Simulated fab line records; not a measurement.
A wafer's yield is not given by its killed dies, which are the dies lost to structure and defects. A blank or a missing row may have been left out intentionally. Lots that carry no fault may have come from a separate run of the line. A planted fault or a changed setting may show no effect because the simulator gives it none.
fab line records / flow n5-finfet
record lots=4 wafers=12 last-day=16
route steps=1938 shown SD_EPI_P@306 SD_ACTIVATION@330 ILD0@335 BEOL_M4@1111 PASSIVATION@1936
lots that met no fault: from a run of the same line without faults
start-h: the number of hours between the record's first day and the start of the first shown wafer of the lot / wait-h: hours elapsed since this lot's preceding step / " repeats the value in the row above / L1.1+2: a single row standing in for several wafers / - no value, or no start was given / * or withheld: withheld / < > ~ a bound
route shown NAME@n: names a module that has steps shown in the file, with the first one's number in the route / usual: mean/standard deviation of fault-free wafers / same: alike in all rows / chamber/n: place in a boat / sites: each site's reading / _std_site: standard deviation across them / _edge_site: outer sites' mean less inner sites' / radius-mm: how far each site lies from the wafer's centre / mask NAME#n: copy n / behind: the last tool/chamber to shape the wafer / hold: reason for holding the lot/hours on hold/outcome of the hold / device: the n, p or np transistor that did not switch / end of line: the same wafers' tests at the end of the route / for a step that has no rows: nothing shown but its recipe / killed: dies that structure and defects cost at the first sort, which is not the same as the wafer's yield / map: per-die view of a wafer (x killed, . not killed, _ where there is no die)
set.NAME: the setting the step ran with; set.NAME@STEP: the setting that earlier step ran with / model.NAME: the simulator's own value behind a step, which no gauge read
certain route steps with their lots: each step a table, each wafer a row
## steps
# step N5_SD_EPI_P_DESCUM_14
# recipe chemistry=O2 time-s=7.9 source-power-w=50 bias-power-w=20 pressure-mtorr=20 rf-frequency-hz=2.712e+07 temp-c=40 resist=CAR-ArF-block o2-flow-sccm=225
# step N5_SD_EPI_P_ETCH_36
# recipe chemistry=CF4 target=SiARC target-depth-a=455 mask-material=CAR-ArF-block time-s=75.8 ion-energy-ev=80 pressure-mtorr=40 source-w=545 bias-w=36 Ar_flow_sccm=100 cf4-flow-sccm=100 ends=cleared
# step N5_SD_EPI_P_ETCH_37
# recipe chemistry=N2/H2 target=SOC overetch-a=1080 mask-material=SiARC temp-c=40 ion-energy-ev=100 source-w=3000 bias-w=133 pressure-mtorr=20 time-s=486 n2-flow-sccm=200 h2-flow-sccm=200 ends=end-point
# step N5_SD_EPI_P_STRIP_38
# recipe chemistry=N2/H2 temp-c=40 n2-flow-sccm=200 h2-flow-sccm=200 rf-frequency-hz=6e+07
# step N5_SD_EPI_P_ETCHBACK_46
# recipe chemistry=CH3F/O2 mode=anisotropic-etchback target=SiNx target-depth-a=175 stop-on=SiO2 over-etch-frac=0.3 ion-energy-ev=120 pressure-mtorr=30 source-w=395 bias-w=73 Ar_flow_sccm=150 CH3F_flow_sccm=30 O2_flow_sccm=20
# step N5_SD_EPI_P_ETCH_47
# recipe chemistry=CH3F/O2 target=SiOCN target-depth-a=250 mask-material=SOC ion-energy-ev=60 bias-w=29 pressure-mtorr=30 source-w=410 Ar_flow_sccm=150 CH3F_flow_sccm=30 O2_flow_sccm=20
# step N5_SD_EPI_P_ETCH_16
# recipe chemistry=CHF3/O2 target=SiO2 target-depth-a=50 mask-material=SOC pressure-mtorr=30 source-w=650 bias-w=170 Ar_flow_sccm=200 CHF3_flow_sccm=50 O2_flow_sccm=5 ion-energy-ev=200
# step N5_SD_EPI_P_STRIP_50
# recipe chemistry=CHF3/O2 resist=SiARC rf-frequency-hz=6e+07
# step N5_SD_EPI_P_SD_RECESS_17
# recipe chemistry=HBr/Cl2/O2 target-depth-a=391 bt-time-s=3 pressure-mtorr=10 icp-w=800 bias-w=112 HBr_flow_sccm=150 Cl2_flow_sccm=80 O2_flow_sccm=12
# step N5_SD_EPI_P_WET_ETCH_45
# recipe chemistry=dHF dilution=withheld time-s=10.7 target=SiO2 target-depth-a=20 temp-c=25 dry=ipa-marangoni rinse-time-s=30 rinse-temp-c=23
# step N5_SD_EPI_P_STRIP_40
# recipe chemistry=N2/H2 power-w=1000 temp-c=250 h2-frac=0.65 overash-fraction=0.3 pressure-mtorr=withheld n2-flow-sccm=1750 h2-flow-sccm=3250
# step N5_SD_EPI_P_PRECLEAN_52
# recipe chemistry=O3/DIW time-s=60 temp-c=22 o3-ppm=10
# usual o3-ppm=10.00/0.1 temp-c=22.00/0.095
lot.wafer=L304.1 tool=wet-bench-05 chamber=1 start-h=66.24 wait-h=- o3-ppm=9.93 temp-c=21.83
lot.wafer=L304.3 tool=wet-bench-05 chamber=5 start-h=66.24 wait-h=- o3-ppm=9.89 temp-c=21.91
lot.wafer=L304.5 tool=wet-bench-05 chamber=7 start-h=66.24 wait-h=- o3-ppm=10.16 temp-c=22.04
lot.wafer=L308.3 tool=wet-bench-05 chamber=2 start-h=94.83 wait-h=- o3-ppm=9.93 temp-c=21.99
lot.wafer=L308.4 tool=wet-bench-05 chamber=1 start-h=94.83 wait-h=- o3-ppm=10.07 temp-c=22.10
lot.wafer=L308.6 tool=wet-bench-05 chamber=0 start-h=94.83 wait-h=- o3-ppm=10.15 temp-c=22.16
lot.wafer=L310.2 tool=wet-bench-05 chamber=0 start-h=104.66 wait-h=- o3-ppm=10.00 temp-c=21.95
lot.wafer=L310.4 tool=wet-bench-05 chamber=1 start-h=104.66 wait-h=- o3-ppm=10.13 temp-c=21.98
lot.wafer=L310.5 tool=wet-bench-05 chamber=6 start-h=104.66 wait-h=- o3-ppm=10.05 temp-c=21.92
lot.wafer=L321.1 tool=wet-bench-05 chamber=4 start-h=169.59 wait-h=- o3-ppm=10.19 temp-c=22.16
lot.wafer=L321.3 tool=wet-bench-05 chamber=3 start-h=169.59 wait-h=- o3-ppm=10.02 temp-c=22.07
lot.wafer=L321.5 tool=wet-bench-05 chamber=1 start-h=169.59 wait-h=- o3-ppm=9.82 temp-c=22.15
# step N5_SD_EPI_P_SRD_20
# recipe dry=ipa-marangoni do-ppb=5 time-s=30 temp-c=23 rinse-liquid=diw
# step N5_SD_EPI_P_PRECLEAN_51
# recipe chemistry=NF3:NH3 afs-cycles=1 temp-c=30 time-s=20 sublimation-temp-c=180 sublimation-time-s=60 pressure-torr=3 rf-power-w=30
# step N5_SD_EPI_P_VAPOR_ETCH_44
# recipe chemistry=NF3/Ar target=SiGe30 temp-c=25 time-s=3.3 mode=isotropic
# step N5_SD_EPI_P_EPI_21
# recipe material=SiGe:B dopant=B temp-c=550 pressure-torr=20 ambient=H2 time-s=355
# step N5_SD_EPI_P_HM_STRIP_48
# recipe chemistry=H3PO4 temp-c=160 material=SiNx target=SiNx target-depth-a=30 overetch-fraction=0.3
# step N5_SD_EPI_P_SRD_49
# recipe dry=ipa-marangoni time-s=30 temp-c=23 rinse-liquid=diw
# step N5_SD_EPI_P_PRECLEAN_24
# recipe chemistry=O3/DIW time-s=45 temp-c=22 o3-ppm=10
# step N5_SD_EPI_P_PRECLEAN_32
# recipe chemistry=dHF time-s=10 dilution=500:1 temp-c=25
# step N5_SD_EPI_P_PRECLEAN_33
# recipe chemistry=SC2 time-s=45 temp-c=35 mix=1:1:50
# step N5_SD_EPI_P_SRD_25
# recipe time-s=30 temp-c=23 rinse-liquid=diw dry=ipa-marangoni
# step N5_SD_EPI_P_INSPECT_26
# recipe inspect-instrument=darkfield mode=post-epi
# usual raw-defect-count=165/34
lot.wafer=L304.1 tool=defect-inspect-01 chamber=- start-h=69.04 wait-h=0.0 raw-defect-count=182
lot.wafer=L304.3 tool=defect-inspect-01 chamber=- start-h=69.04 wait-h=0.0 raw-defect-count=131
lot.wafer=L304.5 tool=defect-inspect-01 chamber=- start-h=69.04 wait-h=0.0 raw-defect-count=228
lot.wafer=L308.3 tool=defect-inspect-02 chamber=- start-h=97.66 wait-h=0.0 raw-defect-count=137
lot.wafer=L308.4 tool=defect-inspect-02 chamber=- start-h=97.66 wait-h=0.0 raw-defect-count=167
lot.wafer=L308.6 tool=defect-inspect-02 chamber=- start-h=97.66 wait-h=0.0 raw-defect-count=915
lot.wafer=L310.2 tool=defect-inspect-01 chamber=- start-h=107.46 wait-h=0.0 raw-defect-count=823
lot.wafer=L310.4 tool=defect-inspect-01 chamber=- start-h=107.46 wait-h=0.0 raw-defect-count=178
lot.wafer=L310.5 tool=defect-inspect-01 chamber=- start-h=107.46 wait-h=0.0 raw-defect-count=128
lot.wafer=L321.1 tool=defect-inspect-02 chamber=- start-h=173.26 wait-h=0.0 raw-defect-count=198
lot.wafer=L321.3 tool=defect-inspect-02 chamber=- start-h=173.26 wait-h=0.0 raw-defect-count=235
lot.wafer=L321.5 tool=defect-inspect-02 chamber=- start-h=173.26 wait-h=0.0 raw-defect-count=206
# step N5_SD_ACTIVATION_RTA_00
# recipe temp-c=975 time-s=0 ambient=N2 idle-temp-c=600 ramp-up-c-per-s=150 ramp-down-c-per-s=60 cool-to-c=600
# step N5_SD_ACTIVATION_LSA_01
# recipe temp-c=1080 time-s=0.0008 ambient=N2
# step N5_SD_ACTIVATION_INSPECT_02
# recipe inspect-instrument=darkfield mode=post-anneal
# usual raw-defect-count=164/34
lot.wafer=L304.1 tool=defect-inspect-01 chamber=- start-h=69.80 wait-h=0.2 raw-defect-count=167
lot.wafer=L304.3 tool=defect-inspect-01 chamber=- start-h=69.80 wait-h=0.2 raw-defect-count=114
lot.wafer=L304.5 tool=defect-inspect-01 chamber=- start-h=69.80 wait-h=0.2 raw-defect-count=218
lot.wafer=L308.3 tool=defect-inspect-02 chamber=- start-h=98.50 wait-h=0.1 raw-defect-count=121
lot.wafer=L308.4 tool=defect-inspect-02 chamber=- start-h=98.50 wait-h=0.1 raw-defect-count=155
lot.wafer=L308.6 tool=defect-inspect-02 chamber=- start-h=98.50 wait-h=0.1 raw-defect-count=901
lot.wafer=L310.2 tool=defect-inspect-02 chamber=- start-h=108.21 wait-h=0.1 raw-defect-count=820
lot.wafer=L310.4 tool=defect-inspect-02 chamber=- start-h=108.21 wait-h=0.1 raw-defect-count=164
lot.wafer=L310.5 tool=defect-inspect-02 chamber=- start-h=108.21 wait-h=0.1 raw-defect-count=128
lot.wafer=L321.1 tool=defect-inspect-02 chamber=- start-h=174.16 wait-h=0.2 raw-defect-count=206
lot.wafer=L321.3 tool=defect-inspect-02 chamber=- start-h=174.16 wait-h=0.2 raw-defect-count=233
lot.wafer=L321.5 tool=defect-inspect-02 chamber=- start-h=174.16 wait-h=0.2 raw-defect-count=189
# step N5_ILD0_LINER_00
# recipe material=SiNx target-thk-a=40 temp-c=400 ald-precursor-family=SiH2I2 ald-co-reactant=N2/H2-plasma pulse-time-s=1 purge-time-s=2 co-reactant-purge-time-s=2 ald-cycles=80 pressure-torr=2
# step N5_BEOL_M4_RC_MEAS_101
# usual DIBL_N=36.3/1.2 DIBL_P=36.1/1.6 IOFF_N=0.161/0.023 IOFF_P=0.209/0.027 ION_N=676/8.9 ION_P=462/5.3 SS_N=71.5/0.51 SS_P=73.2/0.5 VT_N=249.1/2.5 VT_P=-249.9/2.8
lot.wafer=L304.1 tool=prober-01 chamber=0 start-h=179.90 wait-h=0.0 DIBL_N[mV/V]=35.8 DIBL_P[mV/V]=34.1 IOFF_N[nA/um]=0.147 IOFF_P[nA/um]=0.202 ION_N[uA/um]=673 ION_P[uA/um]=464 SS_N[mV/dec]=71.1 SS_P[mV/dec]=72.4 VT_N[mV]=251.4 VT_P[mV]=-247.8
lot.wafer=L304.3 tool=prober-01 chamber=0 start-h=179.90 wait-h=0.0 DIBL_N[mV/V]=36.9 DIBL_P[mV/V]=34.8 IOFF_N[nA/um]=0.161 IOFF_P[nA/um]=0.207 ION_N[uA/um]=676 ION_P[uA/um]=459 SS_N[mV/dec]=71.2 SS_P[mV/dec]=72.6 VT_N[mV]=251.6 VT_P[mV]=-249.9
lot.wafer=L304.5 tool=prober-01 chamber=0 start-h=179.90 wait-h=0.0 DIBL_N[mV/V]=38.2 DIBL_P[mV/V]=37.4 IOFF_N[nA/um]=0.191 IOFF_P[nA/um]=0.245 ION_N[uA/um]=690 ION_P[uA/um]=470 SS_N[mV/dec]=71.9 SS_P[mV/dec]=73.7 VT_N[mV]=250.0 VT_P[mV]=-247.3
lot.wafer=L308.3 tool=prober-02 chamber=0 start-h=204.96 wait-h=0.3 DIBL_N[mV/V]=36.2 DIBL_P[mV/V]=36.6 IOFF_N[nA/um]=0.165 IOFF_P[nA/um]=0.220 ION_N[uA/um]=679 ION_P[uA/um]=465 SS_N[mV/dec]=71.8 SS_P[mV/dec]=72.8 VT_N[mV]=248.8 VT_P[mV]=-249.8
lot.wafer=L308.4 tool=prober-02 chamber=0 start-h=204.96 wait-h=0.3 DIBL_N[mV/V]=34.9 DIBL_P[mV/V]=35.5 IOFF_N[nA/um]=0.151 IOFF_P[nA/um]=0.207 ION_N[uA/um]=682 ION_P[uA/um]=464 SS_N[mV/dec]=71.8 SS_P[mV/dec]=73.6 VT_N[mV]=249.9 VT_P[mV]=-249.1
lot.wafer=L308.6 tool=prober-02 chamber=0 start-h=204.96 wait-h=0.3 DIBL_N[mV/V]=36.3 DIBL_P[mV/V]=36.9 IOFF_N[nA/um]=0.170 IOFF_P[nA/um]=0.227 ION_N[uA/um]=682 ION_P[uA/um]=470 SS_N[mV/dec]=71.9 SS_P[mV/dec]=72.8 VT_N[mV]=249.5 VT_P[mV]=-247.8
lot.wafer=L310.2 tool=prober-02 chamber=0 start-h=206.46 wait-h=0.2 DIBL_N[mV/V]=35.5 DIBL_P[mV/V]=33.1 IOFF_N[nA/um]=0.138 IOFF_P[nA/um]=0.183 ION_N[uA/um]=666 ION_P[uA/um]=460 SS_N[mV/dec]=71.2 SS_P[mV/dec]=72.3 VT_N[mV]=250.0 VT_P[mV]=-251.4
lot.wafer=L310.4 tool=prober-02 chamber=0 start-h=206.46 wait-h=0.2 DIBL_N[mV/V]=36.5 DIBL_P[mV/V]=34.4 IOFF_N[nA/um]=0.153 IOFF_P[nA/um]=0.210 ION_N[uA/um]=681 ION_P[uA/um]=469 SS_N[mV/dec]=71.2 SS_P[mV/dec]=73.0 VT_N[mV]=248.6 VT_P[mV]=-248.4
lot.wafer=L310.5 tool=prober-02 chamber=0 start-h=206.46 wait-h=0.2 DIBL_N[mV/V]=37.1 DIBL_P[mV/V]=35.1 IOFF_N[nA/um]=0.161 IOFF_P[nA/um]=0.212 ION_N[uA/um]=679 ION_P[uA/um]=469 SS_N[mV/dec]=71.8 SS_P[mV/dec]=73.5 VT_N[mV]=249.0 VT_P[mV]=-249.5
lot.wafer=L321.1 tool=prober-01 chamber=0 start-h=278.61 wait-h=0.0 DIBL_N[mV/V]=34.8 DIBL_P[mV/V]=33.6 IOFF_N[nA/um]=0.139 IOFF_P[nA/um]=0.183 ION_N[uA/um]=663 ION_P[uA/um]=463 SS_N[mV/dec]=70.6 SS_P[mV/dec]=72.9 VT_N[mV]=249.4 VT_P[mV]=-254.0
lot.wafer=L321.3 tool=prober-01 chamber=0 start-h=278.61 wait-h=0.0 DIBL_N[mV/V]=36.9 DIBL_P[mV/V]=35.7 IOFF_N[nA/um]=0.164 IOFF_P[nA/um]=0.216 ION_N[uA/um]=673 ION_P[uA/um]=461 SS_N[mV/dec]=71.5 SS_P[mV/dec]=72.9 VT_N[mV]=248.3 VT_P[mV]=-248.8
lot.wafer=L321.5 tool=prober-01 chamber=0 start-h=278.61 wait-h=0.0 DIBL_N[mV/V]=37.2 DIBL_P[mV/V]=35.9 IOFF_N[nA/um]=0.181 IOFF_P[nA/um]=0.222 ION_N[uA/um]=678 ION_P[uA/um]=464 SS_N[mV/dec]=72.0 SS_P[mV/dec]=73.6 VT_N[mV]=248.5 VT_P[mV]=-248.1
# step N5_PASSIVATION_PROBE_49
# usual defect-limited-yield=91.3/1.5 killed_at_M0_to_M3=35/10 killed_at_M4_up=13/5.3 killed-at-contacts=12/5.7 killed-at-front-end=39/11 killed-at-other=3.3/2.7 killed-dies=102/18 killed-on-rim=13/4 killed-open=67/13 killed-short=34/7.8 sort_bin_5_function=5.1/1 sort_bin_6_memory=3.3/0.68 sort-n-pass=1078/18 sort-yield-pct=91.3/1.5
# same gross-dies=1180 killed-at-back-side=0 sort_bin_4_leakage[%]=0 sort_bin_8_speed[%]=0
lot.wafer=L310.2 tool=prober-01 chamber=- start-h=307.04 wait-h=0.1 defect-limited-yield[%]=78.5 killed_at_M0_to_M3=52 killed_at_M4_up=12 killed-at-contacts=4 killed-at-front-end=176 killed-at-other=10 killed-dies=254 killed-on-rim=22 killed-open=77 killed-short=46 sort_bin_5_function[%]=12.6 sort_bin_6_memory[%]=5.8 sort-n-pass=926 sort-yield-pct[%]=78.5
lot.wafer=L308.6 tool=prober-02 chamber=- start-h=308.31 wait-h=0.3 defect-limited-yield[%]=80.8 killed_at_M0_to_M3=38 killed_at_M4_up=13 killed-at-contacts=3 killed-at-front-end=168 killed-at-other=4 killed-dies=226 killed-on-rim=15 killed-open=51 killed-short=34 sort_bin_5_function[%]=12.5 sort_bin_6_memory[%]=3.4 sort-n-pass=954 sort-yield-pct[%]=80.8
lot.wafer=L321.1 tool=prober-02 chamber=- start-h=383.18 wait-h=0.0 defect-limited-yield[%]=90.5 killed_at_M0_to_M3=33 killed_at_M4_up=5 killed-at-contacts=17 killed-at-front-end=53 killed-at-other=4 killed-dies=112 killed-on-rim=17 killed-open=69 killed-short=34 sort_bin_5_function[%]=5.3 sort_bin_6_memory[%]=3.4 sort-n-pass=1068 sort-yield-pct[%]=90.5
# killed by level:class
L310.2 SD_EPI_P:unspecified=129 BEOL_M2:geometric-particle:open=20 FIN_SAQP:geometric-particle:short=12 FIN_SAQP:geometric-particle:open=11 BEOL_M0_SAQP:geometric-particle:open=11 BEOL_M0_SAQP:geometric-particle:short=6 BEOL_M2:geometric-particle:short=6 BEOL_M4:geometric-particle:open=6
L308.6 SD_EPI_P:unspecified=141 BEOL_M2:geometric-particle:open=13 BEOL_M4:geometric-particle:open=8 BEOL_M0_SAQP:geometric-particle:short=7 GATE_CUT:geometric-particle:short=6 FIN_SAQP:geometric-particle:short=5 BEOL_M0_SAQP:geometric-particle:open=5 BEOL_M3:geometric-particle:short=5
L321.1 FIN_SAQP:geometric-particle:open=13 MOL_CONTACT_COAG:geometric-particle:open=12 BEOL_M0_SAQP:geometric-particle:short=11 BEOL_M0_SAQP:geometric-particle:open=10 DUMMY_GATE:geometric-particle:open=7 HKMG_FIN:area-etch=7 FIN_SAQP:geometric-particle:short=6 MOL_CONTACT_COAG:geometric-particle:short=5
# map L308.6 (x killed, . not)
_________________............________________
______________.......x.....x...._____________
___________........................__________
__________.........................._________
________.......x....x.x.x............._______
_______....x.............x.............______
______.x............x..x...x...x..x....._____
_____............x.x.....................____
____......x................x...x.x........___
___.....x........x.....x...................__
___..x.x..xxx..x...........x...............__
__....xxxxxxxxx..x....x........x............_
__..x.x..xxxxxxxx........x.................._
_x..xxxxxxxxxxxxxx..x........................
_.x..xxxxxxxxxxxx..x...........x.xx..........
_..xxxxxxxxxxxxxxxx......................xx..
_..x.xxxxxxxxxxxxx.x..............x..x.......
_.x.xxxxxxxxxxxxxx............x...x.....x....
_....xxxxxxxxxxxxxxx....x........x...........
_....xxxxxxxxxxx.....................x......x
_.....xxxxxxxxx.xxx.....x....................
__.....xx.xxx.xxx..................x....x..._
__...x.x..x.x..................x...x........_
___x.........x.............................__
___........................................__
____...x.x......................x...x.....___
_____...................x...........x.xx.____
______........x................x...x...._____
_______....x........x..................______
________...................x.........._______
__________xx....x...x.............x._________
___________x.....................xx__________
______________..x.............x._____________
_________________.......x.x..________________
# map L310.2 (x killed, . not)
_________________............________________
______________...x.........x...x_____________
___________...........x..x.........__________
__________.x........................_________
________.........xxx..xxx..xx.....x..._______
_______..x......x..........x...x....x..______
______...........................x.....x_____
_____............x.....................x.____
____..x......x..x.....x.x..x.......x....x.___
___x.x.xx.....x.......x...............x....__
___x.x..xxxxxx...........x..........x......__
__....xxx.xxx.xx............................_
__.x..xxx.xxxxx.xx........x.........x......._
_....xxxxxxxxxxxx.x........................x.
_....xxxxxxxxxxxxx.xx.......................x
_...xxxxxxxxxxxxxxxx....x..........x.x.......
_..xxxxxxxxxxxxxxx......x...x.......x.....x..
_..xxxxxxxxxxxxx.x...x.......x...............
_...x.xxxxxxxxxxxx............x..x...........
_...xxxxxxxxxxxxx...................x........
_...xx.x.xx.xxxx.x.x.x.x....x..............x.
__...xx..x...x....xx.........x.............._
__.x..x...x............x....x.........x....._
___..............x....x................x...__
___......x...x.....x..................x....__
____........x..........xxx........x.......___
_____.........................x.......xx.____
______.x....xx..........x..............._____
_______......x.x.............x..x.....x______
________..x..x..x....x...x..x........._______
__________xx.......x.x...........x.._________
___________...x.......x.....x.x.x..__________
______________.x.x........x....._____________
_________________............________________
## key
first-sign step=N5_SD_EPI_P_INSPECT_26 reading=raw-defect-count direction=up sigmas=21 usual=165 struck=869
effect step=N5_SD_ACTIVATION_INSPECT_02 reading=raw-defect-count direction=up sigmas=21 usual=164 struck=860
effect step=N5_PASSIVATION_PROBE_49 reading=killed-at-front-end direction=up sigmas=12 usual=39 struck=172
more-kills-born-at N5_SD_EPI_P_PRECLEAN_52@wet-bench-05=270
met-at N5_SD_EPI_P_PRECLEAN_52
struck-wafers L308.6,L310.2
fault kind=chamber-particle-source tool=wet-bench-05 chamber=0 onset-h=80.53 steps=N5_SD_EPI_P_PRECLEAN_52 rate-per-visit-cm2=1.1055 end-h=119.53
